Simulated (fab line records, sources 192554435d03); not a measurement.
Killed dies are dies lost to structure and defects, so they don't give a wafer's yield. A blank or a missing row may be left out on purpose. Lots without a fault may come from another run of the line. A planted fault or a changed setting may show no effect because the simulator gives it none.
fab line records | flow n5_finfet | part 2 of 2: steps 23 to 26 of 26
record lots=5 wafers=15 last_day=16
route steps=1938 shown GATE_CUT@473
lots that met no fault: from a run of the same line without faults
start_h: hours from the record's first day to the start of the lot's first wafer shown | wait_h: hours since the lot's step before | " the same as in the row above | L1.1+2: a row that stands for several wafers | - no value, or no start given | * or withheld: withheld | < > ~ a bound
route shown NAME@n: a module of which the file shows steps, and the number in the route of the first | usual: mean/standard deviation of fault-free wafers | same: alike in all rows | chamber/n: place in a boat | sites: the reading at each site | _std_site: their standard deviation | _edge_site: outer sites' mean less inner sites' | radius_mm: how far each site lies from the wafer's centre | mask NAME#n: copy n | behind: the tool/chamber that last shaped the wafer | hold: why the lot was held/for how many hours/how that ended | device: the transistor (n, p or np) that didn't switch | end of line: the same wafers' tests at the end of the route | a step without rows: its recipe alone | killed: dies lost to structure and defects at the first sort, not the wafer's yield | map: a wafer's dies, x killed, . not, _ none there
set.NAME: the setting as run; set.NAME@STEP: as run at that earlier step | model.NAME: the simulator's own value behind a step, which no gauge read
lots at some steps of the route; a table a step, a row a wafer
services: from which hour (start_h, from the record's first day; less than 0 if before it) a tool's chamber was out of use, for how many hours, and why
## steps
# step N5_GATE_CUT_HM_OPEN_40
# recipe chemistry=C4F6/O2 target=SiO2 mask_material=SiARC target_depth_a=1390 time_s=85.1 ion_energy_ev=250 pressure_mtorr=30 source_w=345 bias_w=185 Ar_flow_sccm=300 C4F6_flow_sccm=10 O2_flow_sccm=10 ends=cleared
# usual C4F6_flow_sccm=10.001/0.028 drypump_motor_current_A=5.9/0.33 etch_rf_on_time_s=93.9/1.9 oes_product_au=0.72/0.08 rf_vpp_V=667/5.4 showerhead_plenum_p_Torr=2.88/0.046 throttle_valve_pct=20.92/0.19
# columns lot.wafer tool chamber start_h wait_h C4F6_flow_sccm drypump_motor_current_A etch_rf_on_time_s oes_product_au rf_hours_counter_h rf_vpp_V showerhead_plenum_p_Torr throttle_valve_pct
L075.4 rie_diel-05 2 89.32 0.0 9.954 5.5 93.8 0.78 38 674 2.89 20.77
L075.5 " 1 " " 9.977 5.9 95.0 0.84 - 666 2.91 20.56
L075.6 " 2 " " 10.002 5.5 96.3 0.77 - 672 2.89 20.79
L081.3 rie_diel-01 1 127.60 0.0 9.982 5.9 95.6 0.63 214 658 2.82 20.94
L081.4 " 0 " " 9.993 6.3 97.4 0.62 233 674 2.92 20.78
L081.5 " 3 " " 9.999 5.8 95.2 0.73 - 667 2.75 21.12
L089.1 rie_diel-02 1 173.73 0.0 9.999 6.4 90.9 0.67 171 666 2.83 21.16
L089.4 " 2 " " 10.006 6.3 92.0 0.89 3 666 2.91 20.99
L089.5 " 1 " " 9.982 6.4 93.6 0.66 - 668 2.83 21.17
L091.2 rie_diel-02 1 185.28 0.0 10.072 6.3 91.5 0.67 176 666 2.83 21.18
L091.3 " 3 " " 10.035 5.7 94.0 0.67 150 668 2.85 20.70
L091.6 " 3 " " 10.005 5.7 94.8 0.67 - 667 2.85 20.72
L092.4 rie_diel-02 1 191.60 0.0 9.991 6.3 92.9 0.66 - 668 2.83 21.18
L092.5 " 2 " " 10.010 6.3 90.5 0.87 - 667 2.91 20.99
L092.6 " 0 " " 10.027 5.4 92.7 0.72 - 659 2.88 20.91
# step N5_GATE_CUT_STRIP_41
# recipe chemistry=CF4 resist=SiARC power_w=300 bias_power_w=75 pressure_mtorr=50 cf4_flow_sccm=150 rf_frequency_hz=6e+07
# usual cf4_flow_sccm=150.0/0.48 drypump_motor_current_A=5.9/0.32 oes_product_au=0.183/0.019 rf_vpp_V=271.6/1.1 showerhead_plenum_p_Torr=1.817/0.026 throttle_valve_pct=13.57/0.22
# columns lot.wafer tool chamber start_h wait_h cf4_flow_sccm drypump_motor_current_A oes_product_au rf_hours_counter_h rf_vpp_V showerhead_plenum_p_Torr throttle_valve_pct
L075.4 rie_diel-05 2 89.38 0.0 149.7 5.5 0.196 38 271.4 1.819 13.35
L075.5 " 1 " " 149.9 5.8 0.223 - 271.1 1.833 13.14
L075.6 " 2 " " 150.4 5.5 0.197 - 270.1 1.819 13.35
L081.3 rie_diel-01 1 127.66 0.0 149.6 5.9 0.165 214 271.1 1.780 13.69
L081.4 " 0 " " 150.6 6.3 0.162 233 273.3 1.846 13.60
L081.5 " 3 " " 150.3 5.8 0.188 - 270.5 1.747 13.77
L089.1 rie_diel-02 1 173.79 0.0 149.8 6.4 0.169 171 269.3 1.794 13.87
L089.4 " 2 " " 150.6 6.3 0.220 3 272.1 1.833 13.47
L089.5 " 1 " " 149.1 6.4 0.170 - 270.4 1.794 13.84
L091.2 rie_diel-02 1 185.34 0.0 150.4 6.4 0.171 176 270.7 1.793 13.86
L091.3 " 3 " " 149.2 5.6 0.174 150 272.1 1.801 13.42
L091.6 " 3 " " 149.2 5.6 0.172 - 271.7 1.801 13.44
L092.4 rie_diel-02 1 191.64 0.0 149.8 6.3 0.164 - 270.1 1.793 13.87
L092.5 " 2 " " 150.1 6.3 0.218 - 272.5 1.831 13.49
L092.6 " 0 " " 150.2 5.4 0.184 - 273.0 1.814 13.49
# step N5_GATE_CUT_STRIP_42
# recipe chemistry=O2 power_w=400 temp_c=40 pressure_mtorr=30 rf_frequency_hz=6e+07 bias_power_w=0 overash_fraction=0.3 o2_flow_sccm=225
# usual drypump_motor_current_A=5.9/0.32 oes_product_au=0.80/0.088 rf_vpp_V=3.7/0.44 showerhead_plenum_p_Torr=2.12/0.038 throttle_valve_pct=16.65/0.2
# columns lot.wafer tool chamber start_h wait_h drypump_motor_current_A oes_product_au rf_hours_counter_h rf_vpp_V showerhead_plenum_p_Torr throttle_valve_pct
L075.4 rie_diel-05 2 89.40 0.0 5.5 0.85 38 3.8 2.14 16.53
L075.5 " 1 " " 5.9 0.93 - 3.6 2.14 16.24
L075.6 " 2 " " 5.5 0.86 - 3.2 2.14 16.54
L081.3 rie_diel-01 1 127.68 0.0 5.9 0.70 214 3.0 2.07 16.67
L081.4 " 0 " " 6.3 0.68 233 3.3 2.16 16.61
L081.5 " 3 " " 5.8 0.81 - 4.2 2.03 16.83
L089.1 rie_diel-02 1 173.81 0.0 6.3 0.74 171 3.5 2.08 16.89
L089.4 " 2 " " 6.3 1.00 3 4.3 2.14 16.62
L089.5 " 1 " " 6.4 0.74 - 3.8 2.08 16.89
L091.2 rie_diel-02 1 185.36 0.0 6.4 0.74 176 4.3 2.08 16.90
L091.3 " 3 " " 5.6 0.74 150 4.0 2.10 16.48
L091.6 " 3 " " 5.7 0.74 - 3.9 2.10 16.45
L092.4 rie_diel-02 1 191.67 0.0 6.4 0.74 - 3.9 2.08 16.89
L092.5 " 2 " " 6.3 0.97 - 3.7 2.14 16.62
L092.6 " 0 " " 5.4 0.80 - 3.6 2.11 16.57
# step N5_GATE_CUT_ETCH_19
# recipe chemistry=CH3F/O2 target=SiNx mask_material=SiO2 target_depth_a=537 time_s=76.7 pressure_mtorr=30 source_w=395 bias_w=73 Ar_flow_sccm=150 CH3F_flow_sccm=30 O2_flow_sccm=20 ion_energy_ev=120 ends=cleared
# usual drypump_motor_current_A=5.9/0.32 etch_rf_on_time_s=76.3/1.2 oes_product_au=0.68/0.076 rf_vpp_V=298.2/2.5 showerhead_plenum_p_Torr=2.03/0.034 throttle_valve_pct=16.33/0.2
# columns lot.wafer tool chamber start_h wait_h drypump_motor_current_A etch_rf_on_time_s oes_product_au rf_hours_counter_h rf_vpp_V showerhead_plenum_p_Torr throttle_valve_pct
L075.4 rie_diel-05 2 89.44 0.0 5.5 76.7 0.73 38 299.7 2.03 16.15
L075.5 " 1 " " 5.9 76.5 0.80 - 298.1 2.05 15.94
L075.6 " 2 " " 5.5 76.2 0.73 - 301.4 2.03 16.17
L081.3 rie_diel-01 1 127.72 0.0 5.9 78.0 0.59 214 296.8 1.98 16.39
L081.4 " 0 " " 6.3 78.5 0.57 233 300.5 2.06 16.26
L081.5 " 3 " " 5.8 76.4 0.69 - 298.7 1.93 16.52
L089.1 rie_diel-02 1 173.85 0.0 6.4 75.9 0.63 171 298.7 1.99 16.58
L089.4 " 2 " " 6.3 73.6 0.85 3 298.9 2.05 16.30
L089.5 " 1 " " 6.4 75.7 0.63 - 300.0 1.99 16.59
L091.2 rie_diel-02 1 185.40 0.0 6.3 75.5 0.63 176 297.8 1.99 16.59
L091.3 " 3 " " 5.6 77.4 0.63 150 298.7 2.00 16.13
L091.6 " 3 " " 5.7 76.2 0.63 - 298.1 2.00 16.12
L092.4 rie_diel-02 1 191.73 0.0 6.4 75.5 0.63 - 299.1 1.99 16.60
L092.5 " 2 " " 6.3 74.1 0.82 - 297.6 2.05 16.33
L092.6 " 0 " " 5.5 76.6 0.68 - 294.5 2.02 16.27
## services
# columns tool chamber start_h hours kind
rie_diel-05 0 72.95 3.1 repair
rie_diel-01 - 73.88 0.1 repair
ald_sin-01 - 86.18 14.0 pm
euv_scanner-01 - 86.39 4.6 pm
rie_diel-05 3 94.96 1.2 repair
euv_scanner-01 - 97.00 1.0 pm
euv_scanner-01 - 103.56 1.6 repair
euv_scanner-02 - 114.13 1.0 pm
pecvd-04 0 124.85 5.0 scheduled_down
pecvd-04 - 127.70 0.8 pm
rie_diel-02 2 138.40 - clean
rie_diel-02 2 138.40 - consumable_replace:focus_ring
rie_diel-02 2 138.40 25.0 scheduled_down
rie_diel-02 2 138.40 25.0 vent_cycle
cmp-03 - 140.57 2.4 repair
rie_diel-01 3 147.65 1.5 repair
euv_scanner-01 - 153.15 1.0 pm
cmp-03 - 155.77 4.0 pm
ald_sin-01 0 159.33 3.7 repair
euv_scanner-01 - 162.59 5.8 pm
litho_track-02 - 165.16 - consumable_replace:filter
euv_scanner-02 - 170.28 1.0 pm
euv_scanner-02 - 182.12 12.0 pm
rie_diel-02 3 191.01 10.1 repair
